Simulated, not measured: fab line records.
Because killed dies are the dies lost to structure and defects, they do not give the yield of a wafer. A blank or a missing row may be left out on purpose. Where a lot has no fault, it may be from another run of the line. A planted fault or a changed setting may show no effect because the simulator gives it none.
Matching of chambers -- flow nand harc -- NHARC_A_STAIRCASE_DESCUM_291 on rie diel-02 has 4 sister chambers
The step chemistry O2, time 3 s. 18 wafers are shown with their chamber, then 9 later ones without.

== WAFERS PAIRED WITH THEIR CHAMBERS ==
wafer,chamber,showerhead plenum p Torr (Torr),throttle valve pct (%),oes product au (a.u.)
L124.2,3,1.96,11.318,1.002
L124.3,1,1.94,11.306,1.002
L124.5,0,1.88,11.306,0.999
L126.2,3,1.96,11.327,0.990
L126.3,2,1.82,11.293,0.986
L126.4,0,1.88,11.306,0.997
L130.2,2,1.82,11.302,0.988
L130.4,3,1.96,11.317,0.991
L130.5,0,1.88,11.308,1.003
L131.2,1,1.94,11.293,1.008
L131.5,2,1.82,11.292,0.993
L131.6,1,1.94,11.310,0.997
L134.1,1,1.94,11.303,1.010
L134.5,1,1.94,11.315,1.002
L134.6,0,1.87,11.300,0.986
L132.1,2,1.82,11.310,0.995
L132.4,1,1.94,11.284,1.000
L132.5,3,1.95,11.313,1.013

SIGNATURES (averages over the wafers above)
reading,chamber 0,chamber 1,chamber 2,chamber 3,scatter within a chamber
showerhead plenum p Torr,1.8775,1.9400,1.8200,1.9575,0.00327
throttle valve pct,11.30500,11.30183,11.29925,11.31875,0.0085
oes product au,0.99625,1.00317,0.99050,0.99900,0.00698
Rule: distance of a wafer from a chamber = root of the sum over the readings of ((wafer's reading minus chamber's mean) / reading's scatter) squared. If the next closest chamber is less than 2 further off than the closest, the wafer can't be placed; otherwise it belongs to the closest. The scatter: the root of (the sum of the squares of (reading less its chamber's mean) over the shown wafers, divided by (wafers less chambers)).

== WAFERS WITH NO CHAMBER GIVEN ==
wafer,showerhead plenum p Torr (Torr),throttle valve pct (%),oes product au (a.u.)
L139.3,1.93,11.315,1.009
L139.4,1.95,11.306,1.012
L139.5,1.81,11.294,1.011
L143.3,1.87,11.292,0.997
L143.4,1.93,11.314,1.009
L143.6,1.93,11.327,1.007
L142.1,1.81,11.310,1.021
L142.2,1.87,11.326,1.009
L142.6,1.87,11.314,1.012

== WHICH CHAMBER EACH ONE RAN IN ==
wafer,from the rows above,in truth
L139.3,1,1
L139.4,can't be placed: 3 or 1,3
L139.5,2,2
L143.3,0,0
L143.4,1,1
L143.6,1,1
L142.1,2,2
L142.2,0,0
L142.6,0,0
Correct placement for 8 of the 9. These rows do not allow placing 1 (true chamber among the candidates in 1). 0 placed wrongly.
